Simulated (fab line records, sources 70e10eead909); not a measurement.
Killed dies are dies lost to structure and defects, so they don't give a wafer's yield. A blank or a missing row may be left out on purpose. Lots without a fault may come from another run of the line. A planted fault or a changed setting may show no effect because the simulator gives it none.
A struck lot beside a sound one | flow nand_harc | 14 steps out of a route of 1302
Sound: wafers L655.1, L655.4, L655.5. Struck: wafer L663.1. (L663.3, L663.6 of the same lot were not struck and are left out.) The cause comes at the end.
At each step with rows: each side's tool, then ch and its chambers, then its first start. Under that, the readings that differ: sound wafers | struck wafers | difference of the means | sigmas: that difference in standard deviations of wafers without a fault.
alike: readings whose means differ by less than 2 such deviations, and words and numbers that are the same on both sides. not compared: withheld readings, readings that some wafer has no value for, bounds like >300 that may hide the same value, and numbers for which the record gives no deviation and whose values overlap.
The two part at a step that has a row with sigmas, a row that says differs or no value, or rows on one side only. Numbers that don't overlap but have no deviation are shown without sigmas and don't part them. A reading that every wafer of one side lacks parts them only if that side has two wafers or more.

NHARC_A_ONON_D2_THK_MEAS_14: measures by ellipsometry.
  sound on film_metro-01, day 14 23:16; struck on film_metro-01, day 18 04:53
  reading     | sound          | struck | difference | sigmas
  thk_nm (nm) | 1012 1013 1011 | 993    | -19        | -3
then, 2 steps without rows for these wafers: NHARC_A_ONON_D2_ANNEAL_15 (time 3600 s); NHARC_A_ONON_D2_DEP_16 (target thk 1000 nm).
NHARC_A_ONON_D2_THK_MEAS_18: measures by ellipsometry.
  sound on film_metro-01, day 15 06:53; struck on film_metro-02, day 18 12:16
  reading     | sound       | struck | difference | sigmas
  thk_nm (nm) | 995 998 998 | 1017   | +20        | +2
then, 1 step without rows for these wafers: NHARC_A_ONON_D2_DEP_19 (target thk 1000 nm).
NHARC_A_ONON_D2_THK_MEAS_21: measures by ellipsometry.
  sound on film_metro-01, day 15 07:26; struck on film_metro-02, day 18 12:50
  alike: thk_nm
then, 1 step without rows for these wafers: NHARC_A_ONON_D2_DEP_22 (target thk 1000 nm).
NHARC_A_ONON_D2_THK_MEAS_24: measures by ellipsometry.
  sound on film_metro-02, day 15 08:01; struck on film_metro-02, day 18 13:24
  reading     | sound       | struck | difference | sigmas
  thk_nm (nm) | 989 988 987 | 1010   | +22        | +2
then, 1 step without rows for these wafers: NHARC_A_ONON_D2_DEP_25 (target thk 1000 nm).
NHARC_A_ONON_D2_THK_MEAS_27: measures by ellipsometry.
  sound on film_metro-02, day 15 08:35; struck on film_metro-02, day 18 13:58
  alike: thk_nm
then, 1 step without rows for these wafers: NHARC_A_ONON_D2_DEP_28 (target thk 1000 nm).
NHARC_A_ONON_D2_THK_MEAS_30: measures by ellipsometry.
  sound on film_metro-01, day 15 09:08; struck on film_metro-02, day 18 14:32
  alike: thk_nm
NHARC_A_ONON_D2_DEP_33: deposits SiO2, target thk 200 nm.
  sound on pecvd-02 ch 1,2, day 15 09:14; struck on pecvd-01 ch 1, day 18 14:35
  reading            | sound       | struck | difference | sigmas
  heater_power_w (W) | 460 466 521 | 715    | +233       | +3
  alike: throttle_valve_pct
NHARC_A_ONON_D2_THK_MEAS_34: measures by ellipsometry.
  sound on film_metro-01, day 15 09:37; struck on film_metro-02, day 18 14:59
  reading     | sound             | struck | difference | sigmas
  thk_nm (nm) | 200.9 205.8 201.8 | 179.0  | -23.8      | -10

WHERE THEY PART
First at NHARC_A_ONON_D2_THK_MEAS_14; last, within this record, at NHARC_A_ONON_D2_THK_MEAS_34.

WHY: what the simulator had put in
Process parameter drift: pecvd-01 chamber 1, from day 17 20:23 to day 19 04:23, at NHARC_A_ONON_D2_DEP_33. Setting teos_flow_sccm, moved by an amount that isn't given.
